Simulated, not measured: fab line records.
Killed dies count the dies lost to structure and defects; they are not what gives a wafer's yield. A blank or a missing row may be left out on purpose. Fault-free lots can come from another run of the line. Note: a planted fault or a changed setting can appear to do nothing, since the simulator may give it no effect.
fab line records	flow n5_finfet
[record] lots = 7	wafers = 39
route steps=1938 shown MOL_CONTACT_COAG@624 BEOL_M1@800 BEOL_M2@903 BEOL_M4@1040 BEOL_M7@1329 BEOL_M9@1405 BEOL_M11@1575
start_h: hours from the record's opening day to when the first of the lot's shown wafers began	wait_h: hours since the lot's step before	" unchanged from the row above	L1.1+2: several wafers, shown together as one row	- no value, or no start was given	* or withheld: withheld	< > ~ a bound
route shown NAME@n: NAME is a module with steps in the file, n the number in the route of the first one	usual: mean and standard deviation over wafers with no fault	same: alike in all rows	chamber/n: place in a boat	sites: each site's reading	_std_site: standard deviation across them	_edge_site: mean of outer sites minus mean of inner sites	radius_mm: for every site, how far away it sits from the centre of the wafer	mask NAME#n: copy n	behind: the last tool/chamber to shape the wafer	hold: the reason the lot was held/the length of the hold in hours/how it ended	device: whichever transistor did not switch (one of n, p or np)	end of line: tests run on the same wafers once the route is complete	a step with no rows: only its recipe	killed: not the wafer's yield, but the dies lost to structure and defects at the first sort	map: shows each die of a wafer: x if killed, . if not, _ if none is there
set.NAME: the setting as run; set.NAME@STEP: as run at that earlier step	model.NAME: the simulator's own value behind a step, which no gauge read
lots with deliberately changed settings; one table per step, one row per wafer
[[steps]]
[step N5_MOL_CONTACT_COAG_CVD_140]
[recipe] material = W	target_thk_a = 665	mode = selective_fill	temp_c = 300	time_s = 215
lot.wafer	tool	chamber	start_h	wait_h	set.target_thk_a	model.W_of_MOL_CONTACT_COAG_CVD_140.thk_nm
L075.1	cvd_w-02	0	104.32	0.1	996.1	100
L075.2	"	0	"	"	665	67
L075.3	"	0	"	"	665	65.8
L075.4	"	0	"	"	996.1	99.6
L075.5	"	0	"	"	996.1	99.4
L075.6	"	0	"	"	665	66.4
L077.1	cvd_w-01	0	119.24	0.1	665	67.4
L077.2	"	1	"	"	665	68.2
L077.3+6	"	1	"	"	665	67.2
L077.4+5	"	0	"	"	665	66.8
L078.1	cvd_w-02	1	120.82	0.1	282.4	27.4
L078.2	"	0	"	"	665	65.6
L078.3	"	0	"	"	282.4	28.2
L078.4	"	1	"	"	665	66.2
L078.5	"	1	"	"	665	66
L078.6	"	0	"	"	282.4	28
L086.1	cvd_w-01	0	175.44	0.1	665	66
L086.2	"	1	"	"	665	65.8
L086.3+6	"	0	"	"	665	66.4
L086.4	"	1	"	"	665	66.8
L086.5	"	1	"	"	665	66.2
L089.1+2	cvd_w-02	1,0	190.97	0.1	665	66.4
L089.6	"	0	"	"	665	65.6
L090.1	cvd_w-02	1	196.66	0.1	943.1	94.2
L090.2	"	0	"	"	665	65.8
L090.3	"	0	"	"	943.1	94
L090.4	"	1	"	"	665	66.4
L090.5	"	0	"	"	665	66.8
L090.6	"	1	"	"	943.1	94.6
L094.1+3	cvd_w-01	0	228.92	0.1	270.7	27.6
L094.2	"	1	"	"	270.7	26.6
L094.4+5	"	1	"	"	665	67
L094.6	"	0	"	"	665	66.6
[step N5_MOL_CONTACT_COAG_PRECLEAN_127]
[recipe] chemistry = DIW	time_s = 57.5	temp_c = 23
[step N5_MOL_CONTACT_COAG_SRD_128]
[recipe] dry_time_s = 32	dry = n2_spin	spin_rpm = 1500
[step N5_MOL_CONTACT_COAG_CMP_52]
[recipe] stop_on = SiO2	t_overpolish_s = 1.5	post_cmp_clean = w_dilute_nh4oh	down_force_psi = 4	platen_rpm = 50.289	pad_velocity_m_s = 1.0006	target_thk_nm = 66.5
lot.wafer	tool	chamber	start_h	wait_h	set.target_thk_a@MOL_CONTACT_COAG_CVD_140	model.W_of_MOL_CONTACT_COAG_CVD_140.thk_nm
L075.3	cmp-02	0	104.88	0.0	665	65.8
L075.1	"	1	"	"	996.1	66.8
L075.4	"	2	"	"	996.1	68
L075.2	"	3	"	"	665	67
L075.6	"	0	"	"	665	66.4
L075.5	"	1	"	"	996.1	67
L077.4+5	cmp-04	1,2	119.56	0.0	665	66.8
L077.1	"	2	"	"	665	67.4
L077.3+6	"	3,1	"	"	665	67.2
L077.2	"	0	"	"	665	64.8
L078.2	cmp-02	0	121.22	0.1	665	65.6
L078.3	"	1	"	"	282.4	28.2
L078.1	"	2	"	"	282.4	27.4
L078.4	"	3	"	"	665	66.2
L078.6	"	0	"	"	282.4	28
L078.5	"	1	"	"	665	66
L086.1	cmp-02	2	175.76	0.0	665	66
L086.2	"	3	"	"	665	65.8
L086.4	"	0	"	"	665	66.8
L086.3+6	"	1,3	"	"	665	66.4
L086.5	"	2	"	"	665	66.2
L089.1+2	cmp-04	3,0	191.37	0.1	665	66.4
L089.6	"	2	"	"	665	65.6
L090.1	cmp-02	2	197.23	0.0	943.1	67.8
L090.3	"	3	"	"	943.1	69
L090.2	"	0	"	"	665	65.8
L090.4	"	1	"	"	665	66.4
L090.5	"	2	"	"	665	66.8
L090.6	"	3	"	"	943.1	70.6
L094.1+3	cmp-04	0,3	229.25	0.0	270.7	27.6
L094.2	"	1	"	"	270.7	26.6
L094.4+5	"	2,0	"	"	665	67
L094.6	"	1	"	"	665	66.6
[step N5_BEOL_M1_TRENCH_ETCH_37]
[recipe] chemistry = C4F6/O2	target_depth_a = 552.07	target = SiOC	time_s = 29	ion_energy_ev = 250	pressure_mtorr = 30	source_w = 355	bias_w = 185	Ar_flow_sccm = 300	C4F6_flow_sccm = 10	O2_flow_sccm = 10
lot.wafer	tool	chamber	start_h	wait_h	set.time_s	model.BEOL_M1.feature_depth_nm	model.etch.depth_nm	model.TiN_of_BEOL_M1_HM_DEP_02.thk_nm
L075.1	rie_diel-02	3	-	-	29	55.4	55.48	17.4
L075.2	"	0	"	"	29	56	55.92	17.6
L075.3	"	2	"	"	24.49	47	47.01	18.2
L075.4	"	1	"	"	24.49	48.2	48.18	17.8
L075.5	"	1	"	"	24.49	47.8	47.89	18.4
L075.6	"	2	"	"	29	55.4	55.38	17.4
L077.1	rie_diel-03	0	-	-	35.8	68	68.02	17.2
L077.2	"	2	"	"	29	56.2	56.29	17.8
L077.3	"	3	"	"	29	55.8	55.82	17.8
L077.4	"	3	"	"	35.8	68.4	68.36	17.4
L077.5	"	2	"	"	35.8	69	68.96	17.4
L077.6	"	0	"	"	29	55.4	55.48	17.8
L078.1	rie_diel-03	3	-	-	39.95	75.6	75.62	17
L078.2	"	2	"	"	39.95	76.2	76.25	17
L078.3	"	0	"	"	29	54.6	54.56	17.8
L078.4	"	2	"	"	29	55.4	55.33	17.8
L078.5	"	3	"	"	29	55	55.1	17.8
L078.6	"	0	"	"	39.95	75.4	75.35	16.8
L086.1	rie_diel-02	2	-	-	29	55	54.97	17
L086.2	"	3	"	"	37.56	71.2	71.28	16.8
L086.3	"	0	"	"	37.56	72.2	72.11	16.8
L086.4	"	2	"	"	37.56	70.8	70.83	16.6
L086.5	"	0	"	"	29	55	54.96	17.2
L086.6	"	3	"	"	29	55.4	55.35	17.4
L089.1	rie_diel-02	0	-	-	29	55.4	55.46	17.8
L089.2	"	2	"	"	29	54.2	54.13	18.2
L089.6	"	3	"	"	29	54.8	54.82	18.2
L090.1	rie_diel-04	0	-	-	29	54	54.01	17.4
L090.2	"	3	"	"	29	56.2	56.27	17
L090.3	"	1	"	"	29	56.6	56.67	17.4
L090.4	"	2	"	"	17.57	33.8	33.8	18.2
L090.5	"	0	"	"	17.57	32.8	32.83	17.8
L090.6	"	3	"	"	17.57	34.4	34.32	18.4
L094.1	rie_diel-04	1	-	-	29	55.6	55.51	17.6
L094.2	"	0	"	"	29	53.2	53.26	18
L094.3	"	3	"	"	29	56.2	56.12	18.2
L094.4	"	2	"	"	29	55.2	55.2	18
L094.5	"	1	"	"	29	56.4	56.32	18
L094.6	"	2	"	"	29	55.2	55.26	18
[step N5_BEOL_M1_ETCH_41]
[recipe] chemistry = CH3F/O2	target = SiCN	target_depth_a = 319	taper_deg = 2	time_s = 57.8	ion_energy_ev = 120	mask_material = TiN	pressure_mtorr = 30	source_w = 395	bias_w = 75	Ar_flow_sccm = 150	CH3F_flow_sccm = 30	O2_flow_sccm = 20
[step N5_BEOL_M1_STRIP_97]
[recipe] chemistry = N2/H2	time_s = 10	power_w = 450	temp_c = 40	pressure_mtorr = 20	rf_frequency_hz = 6e+07	bias_power_w = 7	n2_flow_sccm = 200	h2_flow_sccm = 200
[step N5_BEOL_M1_OCD_MEAS_38]
[usual] trench_depth_nm = 55.3/0.98
lot.wafer	tool	chamber	start_h	wait_h	set.time_s@BEOL_M1_TRENCH_ETCH_37	trench_depth_nm
L075.1	ocd-02	-	158.31	-	29	55.7
L075.2	"	-	"	"	29	55.7
L075.3	"	-	"	"	24.49	46.7
L075.4	"	-	"	"	24.49	48.3
L075.5	"	-	"	"	24.49	47.9
L075.6	"	-	"	"	29	55.7
L077.1	ocd-02	-	158.52	-	35.8	67.7
L077.2	"	-	"	"	29	56.2
L077.3	"	-	"	"	29	56.3
L077.4	"	-	"	"	35.8	68.6
L077.5	"	-	"	"	35.8	69.2
L077.6	"	-	"	"	29	56.0
L078.1	ocd-02	-	164.84	-	39.95	75.4
L078.2	"	-	"	"	39.95	76.4
L078.3	"	-	"	"	29	54.4
L078.4	"	-	"	"	29	55.3
L078.5	"	-	"	"	29	55.2
L078.6	"	-	"	"	39.95	75.4
L086.1	ocd-02	-	214.40	-	29	54.6
L086.2	"	-	"	"	37.56	71.4
L086.3	"	-	"	"	37.56	71.9
L086.4	"	-	"	"	37.56	70.7
L086.5	"	-	"	"	29	55.2
L086.6	"	-	"	"	29	55.8
L089.1	ocd-02	-	222.78	-	29	55.8
L089.2	"	-	"	"	29	54.6
L089.6	"	-	"	"	29	54.7
L090.1	ocd-01	-	229.33	-	29	54.2
L090.2	"	-	"	"	29	56.9
L090.3	"	-	"	"	29	56.4
L090.4	"	-	"	"	17.57	34.2
L090.5	"	-	"	"	17.57	32.6
L090.6	"	-	"	"	17.57	34.1
L094.1	ocd-02	-	254.60	-	29	55.7
L094.2	"	-	"	"	29	53.3
L094.3	"	-	"	"	29	55.7
L094.4	"	-	"	"	29	55.4
L094.5	"	-	"	"	29	56.6
L094.6	"	-	"	"	29	55.2
[step N5_BEOL_M2_CVD_47]
[recipe] material = Co	target_thk_a = 30	temp_c = withheld	precursor = CCTBA/H2	pressure_torr = 30	time_s = 223.8
lot.wafer	tool	chamber	start_h	wait_h	set.target_thk_a	model.Co_of_BEOL_M2_CVD_47.thk_nm
L075.1+2+4	cvd_co-02	2,1,0	167.28	0.0	15.99	1.6
L075.3+6	"	0,2	"	"	30	3
L075.5	"	1	"	"	30	3.2
L077.1+2	cvd_co-02	1,2	173.43	0.0	30	3
L077.3+4+5+6	"	0,1,0,2	"	"	30	2.8
L078.1+3+5	cvd_co-01	2,1,1	176.37	0.3	42.19	4.4
L078.2+4	"	0,2	"	"	30	3.2
L078.6	"	0	"	"	30	3
L086.1+3	cvd_co-02	1,2	230.01	0.0	25.31	2.4
L086.2+5	"	0	"	"	30	2.8
L086.4	"	2	"	"	25.31	2.2
L086.6	"	1	"	"	30	3
L089.1	cvd_co-02	2	235.54	0.1	30	2.8
L089.2+6	"	1,2	"	"	30	3
L090.1+2+3+4+5+6	cvd_co-01	1,0,2,2,0,1	241.94	0.0	30	3
L094.1+2	cvd_co-01	1,0	275.08	0.0	30	3
L094.3+4+6	"	2,1,2	"	"	18.41	1.8
L094.5	"	0	"	"	30	3.2
[step N5_BEOL_M4_ETCH_64]
[recipe] chemistry = N2/H2	target = SOC	target_depth_a = 750	overetch_a = 225	mask_material = SiARC	temp_c = 40	time_s = 121.9	ion_energy_ev = 200	pressure_mtorr = 30	source_w = 840	bias_w = 150	n2_flow_sccm = 200	h2_flow_sccm = 200
lot.wafer	tool	chamber	start_h	wait_h	set.target_depth_a	model.SiARC_of_BEOL_M4_COAT_62.thk_nm
L075.1+4+6	rie_diel-05	0,3,3	179.86	0.0	750	6.4
L075.2+3	"	2,1	"	"	750	6.2
L075.5	"	0	"	"	750	6.6
L077.1	rie_diel-05	2	190.49	0.0	750	6
L077.2	"	0	"	"	750	6.6
L077.3+5	"	1	"	"	750	6.2
L077.4+6	"	3,0	"	"	750	6.4
L078.1	rie_diel-01	3	193.98	0.0	750	6.4
L078.2+3	"	1,0	"	"	943.2	5.2
L078.4	"	2	"	"	943.2	4.8
L078.5	"	1	"	"	750	6.2
L078.6	"	2	"	"	750	6
L086.1	rie_diel-01	0	242.97	0.0	750	6.4
L086.2+6	"	3	"	"	750	6.2
L086.3+5	"	2	"	"	521.5	7.2
L086.4	"	1	"	"	521.5	7.4
L089.1	rie_diel-01	0	250.56	0.0	750	6.6
L089.2	"	1	"	"	750	6.2
L089.6	"	3	"	"	750	6.4
L090.1	rie_diel-06	0	257.33	0.0	750	6.4
L090.2	"	1	"	"	750	6.6
L090.3	"	2	"	"	546.4	7.6
L090.4+6	"	3,2	"	"	546.4	7.4
L090.5	"	3	"	"	750	6.2
L094.1+5	rie_diel-06	0	299.10	0.0	927.2	5.2
L094.2+4	"	2	"	"	750	6.2
L094.3	"	3	"	"	750	6
L094.6	"	3	"	"	927.2	4.8
[step N5_BEOL_M7_DEP_56]
[recipe] material = SiCN	target_thk_a = 100	temp_c = withheld	precursor = 3MS/NH3	pressure_torr = 3	rf_w = 202	time_s = 17.5
lot.wafer	tool	chamber	start_h	wait_h	set.target_thk_a	model.SiCN_of_BEOL_M7_DEP_56.thk_nm
L075.1+4	pecvd-01	0,1	215.39	0.0	128.9	13
L075.2	"	1	"	"	100	10
L075.3+5	"	0,1	"	"	100	10.2
L075.6	"	0	"	"	128.9	13.2
L077.1+3+6	pecvd-04	2,1,0	228.14	0.0	100	9.8
L077.2	"	0	"	"	119	11.8
L077.4+5	"	2,1	"	"	119	12
L078.1+3+4	pecvd-01	2,1,1	239.14	0.0	73.29	7.2
L078.2+5	"	0,2	"	"	100	9.8
L078.6	"	0	"	"	100	10
L086.1	pecvd-04	2	287.23	0.0	100	9.6
L086.2+3+6	"	0,1,2	"	"	127.1	12.6
L086.4+5	"	0,1	"	"	100	10
L089.1+6	pecvd-01	2,1	295.10	0.0	100	10
L089.2	"	1	"	"	100	9.8
L090.1+6	pecvd-03	1,2	307.62	0.0	138	14
L090.2	"	0	"	"	138	13.6
L090.3+4+5	"	2,1,0	"	"	100	10
L094.1	pecvd-04	0	336.55	0.0	100	10
L094.2+3	"	1,2	"	"	151.5	15
L094.4	"	1	"	"	100	10.2
L094.5	"	0	"	"	100	9.8
L094.6	"	2	"	"	151.5	15.2
[step N5_BEOL_M9_HM_DEP_02]
[recipe] material = TiN	target_thk_a = 200	temp_c = 25	chamber_pressure_pa = 0.49996
lot.wafer	tool	chamber	start_h	wait_h	set.target_thk_a	model.TiN_of_BEOL_M9_HM_DEP_02.thk_nm
L075.1+5+6	pvd_sputter-01	-	227.62	0.8	200	20.2
L075.2+3	"	-	"	"	200	20
L075.4	"	-	"	"	200	20.4
L077.1	pvd_sputter-01	-	236.31	0.4	81.55	8.2
L077.2	"	-	"	"	200	19.6
L077.3	"	-	"	"	81.55	7.8
L077.4	"	-	"	"	200	19.8
L077.5	"	-	"	"	81.55	8
L077.6	"	-	"	"	200	20
L078.1+2+3+6	pvd_sputter-03	-	250.56	0.4	200	19.8
L078.4+5	"	-	"	"	200	19.6
L086.1+6	pvd_sputter-02	-	297.27	1.7	317.8	32
L086.2	"	-	"	"	200	20
L086.3	"	-	"	"	317.8	31.8
L086.4+5	"	-	"	"	200	20.2
L089.1	pvd_sputter-03	-	305.50	1.8	200	20.2
L089.2+6	"	-	"	"	200	19.8
L090.1	pvd_sputter-03	-	317.33	1.3	200	20.2
L090.2+4+5	"	-	"	"	200	19.8
L090.3	"	-	"	"	200	20
L090.6	"	-	"	"	200	19.6
L094.1	pvd_sputter-03	-	345.01	1.4	87.78	9
L094.2+5	"	-	"	"	200	19.8
L094.3+6	"	-	"	"	87.78	8.8
L094.4	"	-	"	"	200	20
[step N5_BEOL_M9_COAT_59]
[recipe] resist = SOC	temp_c = 250	time_s = 60	spin_rpm = 1500	resist_thk_nm = 100
[step N5_BEOL_M9_COAT_60]
[recipe] resist = SiARC	temp_c = 220	time_s = 60	spin_rpm = 1500	resist_thk_nm = 30
[step N5_BEOL_M9_STRIP_68]
[recipe] chemistry = N2/H2	temp_c = 40	n2_flow_sccm = 200	h2_flow_sccm = 200	rf_frequency_hz = 6e+07
[step N5_BEOL_M9_STRIP_67]
[recipe] chemistry = CF4	resist = SiARC	power_w = 300	bias_power_w = 75	pressure_mtorr = 50	cf4_flow_sccm = 150	rf_frequency_hz = 6e+07
[step N5_BEOL_M9_HM_OPEN_17]
[recipe] chemistry = Cl2/BCl3	target_depth_a = 200	overetch_a = 60	target = TiN	mask_material = SOC	ion_energy_ev = 150	pressure_mtorr = 10	icp_w = 1000	bias_w = 126	Cl2_flow_sccm = 53.25	bcl3_flow_sccm = 21.75	Ar_flow_sccm = 25
[usual] oes_product_au = 0.71/0.066
lot.wafer	tool	chamber	start_h	wait_h	set.target_thk_a@BEOL_M9_HM_DEP_02	oes_product_au	model.etch.depth_nm
L075.1	rie_metal-03	1	228.50	0.0	200	0.71	20.15
L075.2	"	0	"	"	200	0.75	20.04
L075.3	"	0	"	"	200	0.75	20.01
L075.4	"	1	"	"	200	0.71	20.39
L075.5	"	0	"	"	200	0.76	20.15
L075.6	"	1	"	"	200	0.71	20.1
L077.1	rie_metal-01	1	237.25	0.0	81.55	0.54	8.195
L077.2	"	0	"	"	200	0.75	19.62
L077.3	"	0	"	"	81.55	0.50	7.8
L077.4	"	1	"	"	200	0.80	19.74
L077.5	"	0	"	"	81.55	0.51	8.097
L077.6	"	1	"	"	200	0.82	19.99
L078.1	rie_metal-01	1	251.55	0.0	200	0.79	19.72
L078.2	"	0	"	"	200	0.75	19.79
L078.3	"	0	"	"	200	0.75	19.71
L078.4	"	1	"	"	200	0.79	19.54
L078.5	"	0	"	"	200	0.75	19.57
L078.6	"	1	"	"	200	0.81	19.88
L086.1	rie_metal-01	0	298.58	0.0	317.8	0.86	25.52
L086.2	"	1	"	"	200	0.79	20.03
L086.3	"	1	"	"	317.8	0.94	27.07
L086.4	"	0	"	"	200	0.75	20.21
L086.5	"	1	"	"	200	0.78	20.16
L086.6	"	0	"	"	317.8	0.86	25.45
L089.1	rie_metal-02	0	306.36	0.0	200	0.59	20.19
L089.2	"	1	"	"	200	0.65	19.84
L089.6	"	1	"	"	200	0.65	19.75
L090.1	rie_metal-02	0	318.19	0.0	200	0.59	20.12
L090.2	"	1	"	"	200	0.64	19.76
L090.3	"	0	"	"	200	0.59	19.91
L090.4	"	1	"	"	200	0.64	19.85
L090.5	"	1	"	"	200	0.64	19.87
L090.6	"	0	"	"	200	0.59	19.61
L094.1	rie_metal-01	1	346.17	0.0	87.78	0.53	8.986
L094.2	"	0	"	"	200	0.73	19.89
L094.3	"	0	"	"	87.78	0.50	8.713
L094.4	"	1	"	"	200	0.76	19.91
L094.5	"	0	"	"	200	0.73	19.85
L094.6	"	1	"	"	87.78	0.53	8.716
[step N5_BEOL_M11_VIA_ETCH_34]
[recipe] chemistry = C4F6/O2	target = SiCOH_lowk	target_depth_a = 1845	mask_material = SOC	taper_deg = 4	time_s = 69.2	ion_energy_ev = 250	pressure_mtorr = 30	source_w = 345	bias_w = 185	Ar_flow_sccm = 300	C4F6_flow_sccm = 10	O2_flow_sccm = 10
lot.wafer	tool	chamber	start_h	wait_h	set.target_depth_a	model.etch.depth_nm	model.SOC_of_BEOL_M11_COAT_63.thk_nm
L075.1	rie_diel-03	1	246.53	0.0	1845	189.2	91.6
L075.2	"	3	"	"	1390	135.4	93.8
L075.3	"	2	"	"	1845	185	91.6
L075.4	"	1	"	"	1390	141.4	93.4
L075.5	"	3	"	"	1845	181.5	92
L075.6	"	2	"	"	1390	138.3	93.6
L077.1	rie_diel-03	0	257.00	0.0	1094	110	95.2
L077.2	"	3	"	"	1094	107.3	95.4
L077.3	"	1	"	"	1845	190	92
L077.4	"	2	"	"	1094	109.1	95.2
L077.5	"	0	"	"	1845	183.9	91.8
L077.6	"	3	"	"	1845	181.2	92
L078.1	rie_diel-03	1	272.99	0.0	1845	189.1	91.8
L078.2	"	2	"	"	1845	185.8	92
L078.3	"	3	"	"	1845	181.2	92.2
L078.4	"	0	"	"	1845	182.7	92
L078.5	"	2	"	"	1845	183.6	91.8
L078.6	"	3	"	"	1845	181.7	92.2
L086.1	rie_diel-04	0	314.58	0.0	1845	180.5	91.4
L086.2	"	1	"	"	1845	186.9	91.4
L086.3	"	3	"	"	1845	188.2	91.4
L086.4	"	2	"	"	1845	185.6	91.6
L086.5	"	2	"	"	1845	185.8	91.6
L086.6	"	3	"	"	1845	189.2	91.6
L089.1	rie_diel-02	1	324.60	0.0	1845	184.7	92
L089.2	"	3	"	"	1845	182.8	91.8
L089.6	"	3	"	"	1845	182.4	91.8
L090.1	rie_diel-04	1	333.99	0.0	1845	187.2	92
L090.2	"	3	"	"	2347	239.8	89.4
L090.3	"	2	"	"	2347	237.2	89.2
L090.4	"	0	"	"	1845	180	91.8
L090.5	"	1	"	"	1845	187.7	92
L090.6	"	0	"	"	2347	231.4	89.4
L094.1	rie_diel-04	0	365.56	0.0	1845	178.3	91.8
L094.2	"	2	"	"	1845	182.9	91.8
L094.3	"	3	"	"	2268	230.8	89.8
L094.4	"	1	"	"	2268	228.2	90.2
L094.5	"	1	"	"	2268	225.3	90.2
L094.6	"	0	"	"	1845	178.2	92.2
[[key]]
[split] step = N5_MOL_CONTACT_COAG_CVD_140	setting = target_thk_a	stated = 665	by = wafer
[response] step = N5_MOL_CONTACT_COAG_CVD_140	reading = model.W_of_MOL_CONTACT_COAG_CVD_140.thk_nm	change = +0.666	per = 1%	r = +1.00
[response] step = N5_MOL_CONTACT_COAG_CMP_52	reading = model.W_of_MOL_CONTACT_COAG_CVD_140.thk_nm	shape = bent	at_lowest = 27.27	at_stated = 66.4	at_highest = 67.27
[split] step = N5_BEOL_M1_TRENCH_ETCH_37	setting = time_s	stated = 29	by = wafer
[response] step = N5_BEOL_M1_TRENCH_ETCH_37	reading = model.BEOL_M1.feature_depth_nm	change = +0.549	per = 1%	r = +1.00
[response] step = N5_BEOL_M1_TRENCH_ETCH_37	reading = model.etch.depth_nm	change = +0.549	per = 1%	r = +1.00
[response] step = N5_BEOL_M1_TRENCH_ETCH_37	reading = model.TiN_of_BEOL_M1_HM_DEP_02.thk_nm	change = -0.022	per = 1%	r = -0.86
[response] step = N5_BEOL_M1_OCD_MEAS_38	reading = trench_depth_nm	change = +0.549	per = 1%	r = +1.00
[split] step = N5_BEOL_M2_CVD_47	setting = target_thk_a	stated = 30	by = wafer
[response] step = N5_BEOL_M2_CVD_47	reading = model.Co_of_BEOL_M2_CVD_47.thk_nm	change = +0.0318	per = 1%	r = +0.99
[split] step = N5_BEOL_M4_ETCH_64	setting = target_depth_a	stated = 750	by = wafer
[response] step = N5_BEOL_M4_ETCH_64	reading = model.SiARC_of_BEOL_M4_COAT_62.thk_nm	change = -0.0394	per = 1%	r = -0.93
[split] step = N5_BEOL_M7_DEP_56	setting = target_thk_a	stated = 100	by = wafer
[response] step = N5_BEOL_M7_DEP_56	reading = model.SiCN_of_BEOL_M7_DEP_56.thk_nm	change = +0.101	per = 1%	r = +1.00
[split] step = N5_BEOL_M9_HM_DEP_02	setting = target_thk_a	stated = 200	by = wafer
[response] step = N5_BEOL_M9_HM_DEP_02	reading = model.TiN_of_BEOL_M9_HM_DEP_02.thk_nm	change = +0.199	per = 1%	r = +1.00
[response] step = N5_BEOL_M9_HM_OPEN_17	reading = oes_product_au	change = +0.00345	per = 1%	r = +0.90
[response] step = N5_BEOL_M9_HM_OPEN_17	reading = model.etch.depth_nm	change = +0.164	per = 1%	r = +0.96
[split] step = N5_BEOL_M11_VIA_ETCH_34	setting = target_depth_a	stated = 1845	by = wafer
[response] step = N5_BEOL_M11_VIA_ETCH_34	reading = model.etch.depth_nm	change = +1.91	per = 1%	r = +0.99
[response] step = N5_BEOL_M11_VIA_ETCH_34	reading = model.SOC_of_BEOL_M11_COAT_63.thk_nm	change = -0.0836	per = 1%	r = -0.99
